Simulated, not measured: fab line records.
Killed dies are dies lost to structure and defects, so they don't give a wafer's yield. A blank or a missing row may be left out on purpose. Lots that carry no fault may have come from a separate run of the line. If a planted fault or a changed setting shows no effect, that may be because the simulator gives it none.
Chamber matching || flow nandHarc || NHARC_P_BONDPAD_CMP_32 on cmp-04 has 4 sister chambers
The step polishes SiCN, target thk 200 nm. 4 wafers are shown with their chamber, then 7 later ones without.

WAFERS PAIRED WITH THEIR CHAMBERS
{"wafer": "L343.1", "chamber": 3, "motorCurrentA (A)": 12.4}
{"wafer": "L354.1", "chamber": 0, "motorCurrentA (A)": 10.5}
{"wafer": "L363.1", "chamber": 1, "motorCurrentA (A)": 11.9}
{"wafer": "L363.2", "chamber": 2, "motorCurrentA (A)": 12.1}

WAFERS WITH NO CHAMBER GIVEN
{"wafer": "L363.3", "motorCurrentA (A)": 11.1}
{"wafer": "L365.3", "motorCurrentA (A)": 10.7}
{"wafer": "L365.4", "motorCurrentA (A)": 12.3}
{"wafer": "L365.6", "motorCurrentA (A)": 11.4}
{"wafer": "L364.2", "motorCurrentA (A)": 10.5}
{"wafer": "L364.5", "motorCurrentA (A)": 11.9}
{"wafer": "L364.6", "motorCurrentA (A)": 11.9}

WHICH CHAMBER EACH WENT THROUGH
{"wafer": "L363.3", "from the rows above": "can't be placed: 0 or 1 or 2", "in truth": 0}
{"wafer": "L365.3", "from the rows above": 0, "in truth": 0}
{"wafer": "L365.4", "from the rows above": "can't be placed: 3 or 2 or 1", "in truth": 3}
{"wafer": "L365.6", "from the rows above": "can't be placed: 1 or 2 or 0 or 3", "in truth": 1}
{"wafer": "L364.2", "from the rows above": 0, "in truth": 0}
{"wafer": "L364.5", "from the rows above": "can't be placed: 1 or 2 or 3", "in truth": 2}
{"wafer": "L364.6", "from the rows above": "can't be placed: 1 or 2 or 3", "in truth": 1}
Placed correctly: 2 of 7. These rows do not allow placing 5 (true chamber among the candidates in 5). 0 placed wrongly.
How it was worked out, from the rows above alone: a wafer's distance from a chamber is the root of the sum, over the readings, of the square of ((its reading less the chamber's mean) divided by the reading's scatter). If the next closest chamber is less than 2 further off than the closest, the wafer can't be placed; otherwise it belongs to the closest. The mean given for a chamber averages the wafers shown for that chamber. The scatter: root of mean squared gap, hidden wafer to nearest shown wafer, with one shown wafer a chamber.
